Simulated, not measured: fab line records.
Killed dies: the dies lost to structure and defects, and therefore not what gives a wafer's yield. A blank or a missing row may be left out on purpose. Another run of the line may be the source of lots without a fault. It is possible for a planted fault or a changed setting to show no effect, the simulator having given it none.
fab line records | flow nand_harc
record lots=11 | wafers=33 | last_day=24
route steps=1159 shown A_CONTACT@859 END@1159
lots that met no fault: from a run of the same line without faults
start_h: start of the lot's first displayed wafer, in hours after the record's first day | wait_h: hours from the lot's prior step to this one | " unchanged from the row above | L1.1+2: one row covering several wafers at once | - either no value or no given start | * or withheld: withheld | < > ~ a bound
route shown NAME@n: NAME is a module with steps in the file, n the number in the route of the first one | usual: mean/standard deviation of fault-free wafers | same: alike in all rows | chamber/n: place in a boat | sites: each site's reading | _std_site: the standard deviation of these | _edge_site: inner sites' mean taken away from outer sites' mean | radius_mm: for every site, how far away it sits from the centre of the wafer | mask NAME#n: copy n | behind: the most recent tool/chamber to have shaped the wafer | hold: cause of the lot's hold/its duration in hours/its outcome | device: the n, p or np transistor that did not switch | end of line: tests of these same wafers at the route's end | for a step that has no rows: nothing shown but its recipe | killed: dies that structure and defects cost at the first sort, which is not the same as the wafer's yield | map: per-die view of a wafer (x killed, . not killed, _ where there is no die)
set.NAME: the setting as run; set.NAME@STEP: as run at that earlier step | model.NAME: the simulator's own value behind a step, which no gauge read
steps of the route over a sample of lots; a table a step, a row a wafer
services: a tool's chamber out of use, with start hour (start_h, from the record's first day; less than 0 if before it), hours out, and reason
## steps
# step NHARC_A_CONTACT_ETCH_49
# recipe target_depth_a=2600 | over_etch_frac=0.3 | time_s=475.3 | ion_energy_ev=200 | n2_flow_sccm=150 | h2_flow_sccm=150 | ar_flow_sccm=0 | rf_w=400 | bias_w=150 | chemistry=N2/H2
# usual bias_w=150.0/0.49 | chamber_pressure_mTorr=29.996/0.025 | drypump_motor_current_A=5.7/0.44 | h2_flow_sccm=150.0/0.41 | n2_flow_sccm=150.0/0.45 | oes_product_au=0.998/0.008 | rf_vpp_V=431/3.1 | showerhead_plenum_p_Torr=2.07/0.11 | throttle_valve_pct=14.171/0.0094
lot.wafer | tool        | chamber | start_h | wait_h | bias_w | chamber_pressure_mTorr | drypump_motor_current_A | h2_flow_sccm | n2_flow_sccm | oes_product_au | rf_hours_counter_h | rf_vpp_V | showerhead_plenum_p_Torr | throttle_valve_pct
L836.4    | rie_diel-06 | 2       | -       | -      | 150.4  | 29.946                 | 5.3                     | 150.5        | 150.3        | 1.001          | 26                 | 435      | 2.18                     | 14.154
L836.1    | "           | 3       | "       | "      | 149.4  | 30.031                 | 6.4                     | 149.6        | 150.4        | 0.988          | 23                 | 430      | 2.02                     | 14.162
L836.2    | "           | 1       | "       | "      | 148.9  | 29.979                 | 5.4                     | 150.4        | 150.5        | 0.984          | 22                 | 430      | 2.05                     | 14.162
L842.3    | rie_diel-06 | 2       | -       | -      | 150.3  | 29.986                 | 5.3                     | 150.2        | 149.9        | 1.018          | 34                 | 434      | 2.18                     | 14.165
L842.2    | "           | 3       | "       | "      | 150.2  | 30.022                 | 6.4                     | 149.9        | 150.1        | 0.994          | 31                 | 429      | 2.01                     | 14.164
L842.5    | "           | 2       | "       | "      | 150.4  | 29.992                 | 5.3                     | 150.6        | 149.9        | 1.004          | -                  | 436      | 2.18                     | 14.177
L843.1    | rie_diel-09 | 3       | -       | -      | 149.3  | 29.964                 | 5.7                     | 150.3        | 149.1        | 1.014          | 49                 | 424      | 1.90                     | 14.181
L843.5    | "           | 2       | "       | "      | 149.4  | 29.995                 | 5.5                     | 149.7        | 148.9        | 0.996          | -                  | 430      | 2.02                     | 14.170
L843.4    | "           | 3       | "       | "      | 150.1  | 29.978                 | 5.7                     | 149.7        | 149.6        | 1.006          | -                  | 426      | 1.90                     | 14.187
L845.2    | rie_diel-11 | 2       | -       | -      | 149.9  | 29.979                 | 5.9                     | 150.7        | 150.7        | 1.003          | 19                 | 435      | 2.19                     | 14.175
L845.4    | "           | 0       | "       | "      | 149.0  | 29.994                 | 6.5                     | 149.5        | 150.0        | 0.997          | 17                 | 435      | 2.19                     | 14.172
L845.6    | "           | 2       | "       | "      | 149.4  | 29.989                 | 5.9                     | 150.5        | 150.3        | 1.003          | -                  | 435      | 2.19                     | 14.177
L846.4    | rie_diel-06 | 1       | -       | -      | 150.9  | 29.998                 | 5.4                     | 149.7        | 149.6        | 0.996          | 2                  | 430      | 2.04                     | 14.164
L846.5    | "           | 3       | "       | "      | 149.7  | 29.980                 | 6.4                     | 150.1        | 150.3        | 0.990          | -                  | 431      | 2.01                     | 14.156
L846.6    | "           | 0       | "       | "      | 149.7  | 30.037                 | 5.5                     | 149.1        | 150.1        | 0.986          | -                  | 435      | 2.22                     | 14.167
L849.1    | rie_diel-09 | 2       | -       | -      | 150.4  | 30.012                 | 5.5                     | 150.4        | 149.7        | 0.995          | 4                  | 431      | 2.02                     | 14.171
L849.5    | "           | 0       | "       | "      | 149.9  | 30.002                 | 5.4                     | 149.5        | 149.7        | 1.000          | -                  | 430      | 1.98                     | 14.169
L849.6    | "           | 1       | "       | "      | 150.8  | 30.003                 | 4.7                     | 150.2        | 149.8        | 0.994          | -                  | 432      | 2.11                     | 14.162
L852.2    | rie_diel-06 | 1       | -       | -      | 149.9  | 30.021                 | 5.4                     | 150.4        | 150.3        | 0.998          | 9                  | 431      | 2.04                     | 14.166
L852.1    | "           | 2       | "       | "      | 151.3  | 30.013                 | 5.3                     | 149.9        | 150.1        | 1.007          | 8                  | 434      | 2.17                     | 14.180
L852.3    | "           | 3       | "       | "      | 149.4  | 29.983                 | 6.4                     | 148.6        | 150.1        | 1.001          | 9                  | 428      | 2.01                     | 14.172
L851.4    | rie_diel-06 | 1       | -       | -      | 150.6  | 29.968                 | 5.4                     | 149.8        | 150.3        | 1.005          | 10                 | 432      | 2.04                     | 14.172
L851.3    | "           | 2       | "       | "      | 150.0  | 30.005                 | 5.3                     | 150.8        | 149.4        | 0.994          | 9                  | 434      | 2.17                     | 14.167
L851.6    | "           | 0       | "       | "      | 149.8  | 29.995                 | 5.5                     | 149.8        | 150.3        | 1.004          | -                  | 436      | 2.22                     | 14.156
L856.2    | rie_diel-09 | 0       | -       | -      | 148.9  | 30.008                 | 5.4                     | 150.5        | 149.7        | 0.987          | 14                 | 430      | 1.97                     | 14.169
L856.6    | "           | 2       | "       | "      | 149.4  | 30.005                 | 5.5                     | 149.6        | 149.5        | 0.986          | -                  | 430      | 2.02                     | 14.161
L856.5    | "           | 3       | "       | "      | 150.8  | 29.976                 | 5.7                     | 149.6        | 150.0        | 1.007          | -                  | 427      | 1.89                     | 14.180
L855.4    | rie_diel-06 | 0       | -       | -      | 150.4  | 30.033                 | 5.5                     | 149.6        | 149.7        | 0.990          | 13                 | 433      | 2.21                     | 14.171
L855.1    | "           | 1       | "       | "      | 149.7  | 29.960                 | 5.4                     | 150.2        | 150.2        | 0.998          | 14                 | 430      | 2.04                     | 14.180
L855.6    | "           | 0       | "       | "      | 150.6  | 29.992                 | 5.5                     | 150.0        | 149.7        | 0.990          | -                  | 435      | 2.21                     | 14.172
L857.3    | rie_diel-11 | 0       | -       | -      | 149.0  | 29.944                 | 6.5                     | 150.1        | 150.4        | 0.988          | 47                 | 433      | 2.18                     | 14.156
L857.6    | "           | 1       | "       | "      | 150.2  | 30.038                 | 5.9                     | 150.2        | 150.3        | 0.995          | -                  | 427      | 1.90                     | 14.177
L857.5    | "           | 2       | "       | "      | 151.2  | 29.981                 | 5.9                     | 149.6        | 150.3        | 1.010          | -                  | 434      | 2.18                     | 14.156
# step NHARC_A_CONTACT_ETCH_50
# recipe target_depth_a=847 | time_s=42.4 | cf4_flow_sccm=100 | chf3_flow_sccm=30 | ar_flow_sccm=0 | rf_w=500 | bias_w=200 | chemistry=CF4/CHF3
# usual bias_w=200.0/0.55 | cf4_flow_sccm=100.00/0.29 | chamber_pressure_mTorr=25.000/0.023 | drypump_motor_current_A=5.7/0.45 | oes_product_au=0.953/0.023 | rf_vpp_V=371.0/2.7 | showerhead_plenum_p_Torr=1.59/0.076 | throttle_valve_pct=16.802/0.0097
lot.wafer | tool        | chamber | start_h | wait_h | bias_w | cf4_flow_sccm | chamber_pressure_mTorr | drypump_motor_current_A | oes_product_au | rf_hours_counter_h | rf_vpp_V | showerhead_plenum_p_Torr | throttle_valve_pct
L836.1    | rie_diel-06 | 0       | 378.24  | -      | 200.9  | 99.97         | 24.979                 | 5.5                     | 0.945          | 24                 | 365.3    | 1.46                     | 16.807
L836.4    | "           | 2       | "       | "      | 201.2  | 100.30        | 24.982                 | 5.3                     | 0.984          | 26                 | 373.6    | 1.67                     | 16.813
L836.2    | "           | 3       | "       | "      | 199.4  | 99.34         | 24.963                 | 6.4                     | 0.968          | 24                 | 369.9    | 1.56                     | 16.818
L842.3    | rie_diel-06 | 0       | 415.16  | -      | 199.7  | 100.17        | 24.980                 | 5.5                     | 0.942          | 31                 | 365.6    | 1.45                     | 16.811
L842.2    | "           | 1       | "       | "      | 199.6  | 99.73         | 24.971                 | 5.4                     | 0.953          | 30                 | 370.1    | 1.58                     | 16.796
L842.5    | "           | 1       | "       | "      | 199.9  | 99.91         | 25.004                 | 5.4                     | 0.951          | -                  | 370.6    | 1.58                     | 16.799
L843.1    | rie_diel-09 | 3       | 421.98  | -      | 200.0  | 99.83         | 25.002                 | 5.7                     | 0.935          | 50                 | 366.1    | 1.47                     | 16.804
L843.5    | "           | 3       | "       | "      | 199.5  | 99.77         | 24.985                 | 5.7                     | 0.933          | -                  | 367.1    | 1.47                     | 16.799
L843.4    | "           | 1       | "       | "      | 199.9  | 99.95         | 25.011                 | 4.7                     | 0.914          | -                  | 371.6    | 1.62                     | 16.803
L845.2    | rie_diel-11 | 3       | 426.58  | -      | 200.8  | 99.72         | 24.985                 | 5.5                     | 0.933          | 19                 | 371.9    | 1.60                     | 16.795
L845.4    | "           | 1       | "       | "      | 200.7  | 100.34        | 25.031                 | 5.9                     | 0.914          | 18                 | 366.3    | 1.48                     | 16.796
L845.6    | "           | 2       | "       | "      | 200.1  | 99.58         | 24.975                 | 5.9                     | 0.924          | -                  | 374.0    | 1.68                     | 16.800
L846.4    | rie_diel-06 | 0       | 438.15  | -      | 199.1  | 100.35        | 25.040                 | 5.5                     | 0.976          | 3                  | 376.0    | 1.70                     | 16.801
L846.5    | "           | 1       | "       | "      | 200.2  | 99.58         | 25.017                 | 5.4                     | 0.978          | -                  | 370.2    | 1.58                     | 16.809
L846.6    | "           | 2       | "       | "      | 201.0  | 99.71         | 25.026                 | 5.3                     | 0.973          | -                  | 373.4    | 1.67                     | 16.794
L849.1    | rie_diel-09 | 1       | 451.23  | -      | 200.2  | 99.87         | 25.029                 | 4.7                     | 0.948          | 6                  | 372.0    | 1.62                     | 16.803
L849.5    | "           | 3       | "       | "      | 198.8  | 99.83         | 24.993                 | 5.7                     | 1.000          | -                  | 368.8    | 1.47                     | 16.814
L849.6    | "           | 0       | "       | "      | 200.5  | 99.85         | 24.989                 | 5.4                     | 0.974          | -                  | 367.7    | 1.53                     | 16.814
L852.3    | rie_diel-06 | 3       | 463.09  | -      | -      | -             | -                      | -                       | -              | -                  | -        | -                        | -
L852.2    | "           | 0       | "       | "      | -      | -             | -                      | -                       | -              | -                  | -        | -                        | -
L852.1    | "           | 1       | "       | "      | -      | -             | -                      | -                       | -              | -                  | -        | -                        | -
L851.3    | rie_diel-06 | 3       | 465.32  | -      | -      | -             | -                      | -                       | -              | -                  | -        | -                        | -
L851.4    | "           | 0       | "       | "      | -      | -             | -                      | -                       | -              | -                  | -        | -                        | -
L851.6    | "           | 1       | "       | "      | -      | -             | -                      | -                       | -              | -                  | -        | -                        | -
L856.2    | rie_diel-09 | 3       | 481.05  | -      | 200.9  | 99.61         | 24.953                 | 5.7                     | 0.987          | 12                 | 367.7    | 1.47                     | 16.798
L856.5    | "           | 3       | "       | "      | 200.3  | 99.67         | 24.982                 | 5.6                     | 0.992          | -                  | 368.2    | 1.47                     | 16.818
L856.6    | "           | 0       | "       | "      | 199.8  | 100.47        | 25.002                 | 5.5                     | 0.960          | -                  | 368.3    | 1.53                     | 16.803
L855.1    | rie_diel-06 | 0       | 490.46  | -      | 200.7  | 99.55         | 25.015                 | 5.5                     | 0.975          | 13                 | 373.0    | 1.70                     | 16.807
L855.4    | "           | 3       | "       | "      | 200.8  | 99.94         | 25.006                 | 6.4                     | 0.965          | 14                 | 369.8    | 1.55                     | 16.789
L855.6    | "           | 0       | "       | "      | 199.6  | 99.87         | 24.990                 | 5.5                     | 0.965          | -                  | 374.9    | 1.70                     | 16.805
L857.3    | rie_diel-11 | 1       | 497.55  | -      | 198.8  | 100.16        | 25.042                 | 5.9                     | 0.926          | 45                 | 367.0    | 1.48                     | 16.795
L857.5    | "           | 1       | "       | "      | 199.8  | 100.10        | 24.974                 | 6.0                     | 0.928          | -                  | 366.7    | 1.48                     | 16.792
L857.6    | "           | 2       | "       | "      | 200.0  | 99.84         | 25.032                 | 5.9                     | 0.930          | -                  | 373.4    | 1.67                     | 16.802
# step NHARC_A_CONTACT_ETCH_114
# recipe source_w=withheld | pressure_mtorr=20 | bias_v=3000 | time_s=94 | target_depth_a=9220 | ar_flow_sccm=withheld | c4f8_flow_sccm=withheld | o2_flow_sccm=withheld | chemistry=C4F8/O2/Ar
# usual chamber_pressure_mTorr=20.002/0.018 | oes_air_line_au=1.001/0.019
lot.wafer | tool            | chamber | start_h | wait_h | chamber_pressure_mTorr | oes_air_line_au | rf_hours_counter_h
L836.2    | har_cap_etch-02 | 1       | 379.36  | 0.1    | 19.996                 | 1.023           | 8
L836.1    | "               | 0       | "       | "      | 19.967                 | 1.022           | 8
L836.4    | "               | 0       | "       | "      | 19.980                 | 1.030           | -
L842.2    | har_cap_etch-02 | 0       | 416.27  | 0.1    | 20.034                 | 0.963           | 14
L842.3    | "               | 1       | "       | "      | 19.996                 | 0.977           | -
L842.5    | "               | 1       | "       | "      | 20.003                 | 0.989           | -
L843.1    | har_cap_etch-01 | 1       | 423.24  | 0.1    | 19.993                 | 0.991           | 64
L843.4    | "               | 0       | "       | "      | 19.959                 | 1.004           | -
L843.5    | "               | 1       | "       | "      | 20.001                 | 1.018           | -
L845.2    | har_cap_etch-02 | 1       | 427.71  | 0.1    | 20.041                 | 0.974           | 17
L845.4    | "               | 0       | "       | "      | 20.006                 | 1.008           | -
L845.6    | "               | 0       | "       | "      | 20.012                 | 1.008           | -
L846.4    | har_cap_etch-01 | 1       | 439.30  | 0.1    | 19.972                 | 1.036           | -
L846.6    | "               | 0       | "       | "      | 19.987                 | 1.016           | -
L846.5    | "               | 1       | "       | "      | 20.005                 | 1.020           | -
L849.1    | har_cap_etch-02 | 1       | 452.34  | 0.1    | 19.987                 | 1.043           | 22
L849.5    | "               | 0       | "       | "      | 19.990                 | 0.989           | -
L849.6    | "               | 1       | "       | "      | 20.015                 | 1.020           | -
L852.1    | har_cap_etch-03 | 1       | 464.21  | 0.1    | 19.982                 | 1.009           | 99
L852.2    | "               | 0       | "       | "      | 19.974                 | 0.999           | 99
L852.3    | "               | 1       | "       | "      | 19.986                 | 0.987           | -
L851.3    | har_cap_etch-01 | 1       | 466.64  | 0.1    | 19.987                 | 0.974           | -
L851.4    | "               | 0       | "       | "      | 19.987                 | 1.031           | -
L851.6    | "               | 1       | "       | "      | 20.026                 | 0.993           | -
L856.2    | har_cap_etch-01 | 1       | 482.32  | 0.1    | 20.013                 | 0.985           | 76
L856.5    | "               | 0       | "       | "      | 19.988                 | 0.971           | -
L856.6    | "               | 1       | "       | "      | 20.014                 | 0.998           | -
L855.1    | har_cap_etch-01 | 1       | 491.58  | 0.1    | 20.043                 | 1.018           | 78
L855.4    | "               | 0       | "       | "      | 20.002                 | 0.983           | -
L855.6    | "               | 1       | "       | "      | 19.983                 | 0.998           | -
L857.3    | har_cap_etch-02 | 1       | 498.70  | 0.1    | 20.041                 | 1.020           | -
L857.5    | "               | 1       | "       | "      | 19.991                 | 1.012           | -
L857.6    | "               | 0       | "       | "      | 20.003                 | 1.006           | -
# step NHARC_A_CONTACT_ETCH_119
# recipe source_w=withheld | pressure_mtorr=20 | bias_v=3000 | time_s=94 | target_depth_a=9220 | ar_flow_sccm=withheld | c4f8_flow_sccm=withheld | o2_flow_sccm=withheld | chemistry=C4F8/O2/Ar
# usual chamber_pressure_mTorr=20.000/0.019 | oes_air_line_au=1.000/0.019
lot.wafer | tool            | chamber | start_h | wait_h | chamber_pressure_mTorr | oes_air_line_au | rf_hours_counter_h
L836.2    | har_cap_etch-02 | 1       | 379.81  | 0.1    | 20.006                 | 0.992           | 8
L836.1    | "               | 0       | "       | "      | 19.981                 | 0.994           | 8
L836.4    | "               | 0       | "       | "      | 19.999                 | 0.969           | -
L842.2    | har_cap_etch-02 | 0       | 416.73  | 0.1    | 20.005                 | 1.019           | 15
L842.3    | "               | 1       | "       | "      | 20.009                 | 0.960           | -
L842.5    | "               | 1       | "       | "      | 19.991                 | 0.983           | -
L843.1    | har_cap_etch-01 | 1       | 423.69  | 0.1    | 19.983                 | 0.977           | 65
L843.4    | "               | 0       | "       | "      | 20.021                 | 1.013           | -
L843.5    | "               | 1       | "       | "      | 19.956                 | 0.999           | -
L845.2    | har_cap_etch-02 | 1       | 428.17  | 0.1    | 20.003                 | 0.969           | 17
L845.4    | "               | 0       | "       | "      | 20.016                 | 0.998           | -
L845.6    | "               | 0       | "       | "      | 20.020                 | 1.010           | -
L846.4    | har_cap_etch-01 | 1       | 439.76  | 0.1    | 20.007                 | 1.003           | -
L846.6    | "               | 0       | "       | "      | 19.984                 | 0.993           | -
L846.5    | "               | 1       | "       | "      | 20.006                 | 1.003           | -
L849.1    | har_cap_etch-02 | 1       | 452.80  | 0.1    | 20.009                 | 1.008           | 22
L849.5    | "               | 0       | "       | "      | 19.999                 | 0.996           | -
L849.6    | "               | 1       | "       | "      | 20.021                 | 0.981           | -
L852.1    | har_cap_etch-03 | 1       | 464.67  | 0.1    | 20.015                 | 1.005           | 99
L852.2    | "               | 0       | "       | "      | 20.020                 | 0.958           | 99
L852.3    | "               | 1       | "       | "      | 20.029                 | 1.005           | -
L851.3    | har_cap_etch-01 | 1       | 467.09  | 0.1    | 19.979                 | 1.016           | -
L851.4    | "               | 0       | "       | "      | 20.011                 | 0.997           | -
L851.6    | "               | 1       | "       | "      | 20.026                 | 0.982           | -
L856.2    | har_cap_etch-01 | 1       | 482.97  | 0.1    | 19.987                 | 1.004           | 77
L856.5    | "               | 0       | "       | "      | 20.006                 | 1.004           | -
L856.6    | "               | 1       | "       | "      | 19.994                 | 1.003           | -
L855.1    | har_cap_etch-01 | 1       | 492.03  | 0.1    | 19.969                 | 1.026           | 78
L855.4    | "               | 0       | "       | "      | 19.994                 | 1.000           | -
L855.6    | "               | 1       | "       | "      | 20.003                 | 1.017           | -
L857.3    | har_cap_etch-02 | 1       | 499.15  | 0.1    | 20.026                 | 1.017           | -
L857.5    | "               | 1       | "       | "      | 19.976                 | 1.025           | -
L857.6    | "               | 0       | "       | "      | 20.005                 | 1.008           | -
# step NHARC_END_SORT_01
# recipe temp_c=25
# usual killed_at_array=29/11 | killed_at_other=0.7/1.1 | killed_at_periphery=2.9/2.2 | killed_dies=33/11 | killed_open=3.1/1.8 | killed_short=1.9/1.4
# same gross_dies=677
lot.wafer | tool      | chamber | start_h | wait_h | killed_at_array | killed_at_other | killed_at_periphery | killed_dies | killed_open | killed_short
L852.1    | prober-02 | 0       | 534.15  | 2.5    | 672             | 2               | 3                   | 677         | 1           | 5
L852.2    | prober-02 | 0       | 534.96  | 2.8    | 674             | 1               | 2                   | 677         | 3           | 1
L852.3    | prober-02 | 0       | 535.77  | 3.1    | 676             | 1               | 0                   | 677         | 2           | 4
L851.3    | prober-01 | 0       | 535.74  | 3.1    | 674             | 1               | 2                   | 677         | 4           | 0
L851.4    | prober-01 | 0       | 536.53  | 3.4    | 677             | 0               | 0                   | 677         | 1           | 1
L851.6    | prober-01 | 0       | 538.12  | 4.0    | 674             | 0               | 3                   | 677         | 4           | 2
# killed by level:class
L852.1 A_CONTACT:area_etch=652 A_STAIRCASE:chamber_film_flake=6 A_CHANNEL_HOLE_D1:chamber_film_flake=5 P_STI:chamber_film_flake=3 A_ONON_D1:geometric_particle:short=2 A_CONTACT:chamber_film_flake=2 A_SLIT:chamber_film_flake=2 A_ONON_D1:geometric_particle:open=1
L852.2 A_CONTACT:area_etch=649 A_CHANNEL_HOLE_D1:chamber_film_flake=9 A_STAIRCASE:chamber_film_flake=4 A_SLIT:chamber_film_flake=4 A_CONTACT:chamber_film_flake=4 P_STI:chamber_film_flake=2 A_SOURCE_PLATE:geometric_particle:open=1 A_ONON_D1:geometric_particle:open=1
L851.3 A_CONTACT:area_etch=631 A_CHANNEL_HOLE_D1:chamber_film_flake=18 A_SLIT:chamber_film_flake=16 A_CONTACT:chamber_film_flake=4 A_STAIRCASE:chamber_film_flake=2 P_M0:geometric_particle:open=1 A_ONON_D1:geometric_particle:open=1 A_WL_FILL:geometric_particle:open=1
L852.3 A_CONTACT:area_etch=661 A_CHANNEL_HOLE_D1:chamber_film_flake=8 A_ONON_D1:geometric_particle:short=2 A_ONON_D1:geometric_particle:open=1 A_CONTACT:geometric_particle:open=1 A_M0:geometric_particle:short=1 STARTING-WAFER:geometric_particle:short=1 A_STAIRCASE:chamber_film_flake=1
L851.4 A_CONTACT:area_etch=631 A_CHANNEL_HOLE_D1:chamber_film_flake=17 A_SLIT:chamber_film_flake=16 A_STAIRCASE:chamber_film_flake=5 A_CONTACT:chamber_film_flake=4 A_ZERO_WELL:chamber_film_flake=2 A_ONON_D1:geometric_particle:short=1 A_CONTACT:geometric_particle:open=1
L851.6 A_CONTACT:area_etch=623 A_SLIT:chamber_film_flake=18 A_CHANNEL_HOLE_D1:chamber_film_flake=18 A_STAIRCASE:chamber_film_flake=5 A_ZERO_WELL:chamber_film_flake=3 A_CONTACT:geometric_particle:open=2 A_CONTACT:chamber_film_flake=2 P_GATE:geometric_particle:open=1
## services
tool        | chamber | start_h | hours | kind
rie_diel-09 | 3       | 361.78  | 33.2  | repair
rie_diel-11 | -       | 366.57  | 9.0   | pm
rie_diel-06 | 0       | 372.82  | -     | clean
rie_diel-06 | 1       | 372.82  | -     | clean
rie_diel-06 | 2       | 372.82  | -     | clean
rie_diel-06 | 3       | 372.82  | -     | clean
rie_diel-06 | 0       | 397.32  | -     | clean
rie_diel-06 | 1       | 397.32  | -     | clean
rie_diel-06 | 2       | 397.32  | -     | clean
rie_diel-06 | 3       | 397.32  | -     | clean
rie_diel-09 | 2       | 401.76  | 4.6   | repair
rie_diel-09 | 0       | 414.73  | 17.9  | repair
rie_diel-11 | 0       | 415.66  | 3.6   | repair
rie_diel-06 | -       | 418.20  | 9.0   | pm
rie_diel-06 | 0       | 418.20  | 9.0   | vent_cycle
rie_diel-06 | 1       | 418.20  | 9.0   | vent_cycle
rie_diel-06 | 2       | 418.20  | 9.0   | vent_cycle
rie_diel-06 | 3       | 418.20  | 9.0   | vent_cycle
rie_diel-06 | 0       | 427.20  | -     | clean
rie_diel-06 | 0       | 427.20  | -     | consumable_replace:showerhead
rie_diel-06 | 1       | 427.20  | -     | clean
rie_diel-06 | 3       | 430.53  | 1.5   | repair
rie_diel-09 | -       | 431.22  | 9.0   | pm
rie_diel-06 | 0       | 443.98  | 8.6   | repair
## key
first_sign step=NHARC_A_CONTACT_ETCH_50 | reading=tool_record | direction=missing
effect step=NHARC_END_SORT_01 | reading=killed_dies | direction=up | sigmas=58 | usual=33 | struck=677
more_kills_born_at NHARC_A_CONTACT_ETCH_50@rie_diel-06=3847
met_at NHARC_A_CONTACT_ETCH_50
struck_lots L851,L852
later_rows_left_out L851.3,L851.4,L851.6,L852.1,L852.2,L852.3
tester_left_out L851,L852
not_acting_at NHARC_A_CONTACT_ETCH_49,NHARC_A_CONTACT_ETCH_114,NHARC_A_CONTACT_ETCH_119
onset_between 438.15 463.09
fault kind=skipped_step_whole | tool=rie_diel-06 | chamber=- | onset_h=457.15 | steps=NHARC_A_CONTACT_ETCH_50 | scope=struck_lots_only
# tester_left_out: of these lots the tester's yield and bins aren't shown, on N5 and GAA mostly nor the transistor test; their killed dies are dies lost to structure and defects alone, not to doping, threshold or leakage, so they don't give the yield
# later_rows_left_out: the simulator's readings of these wafers behind a module that went badly wrong aren't trusted and aren't shown, but for the sort
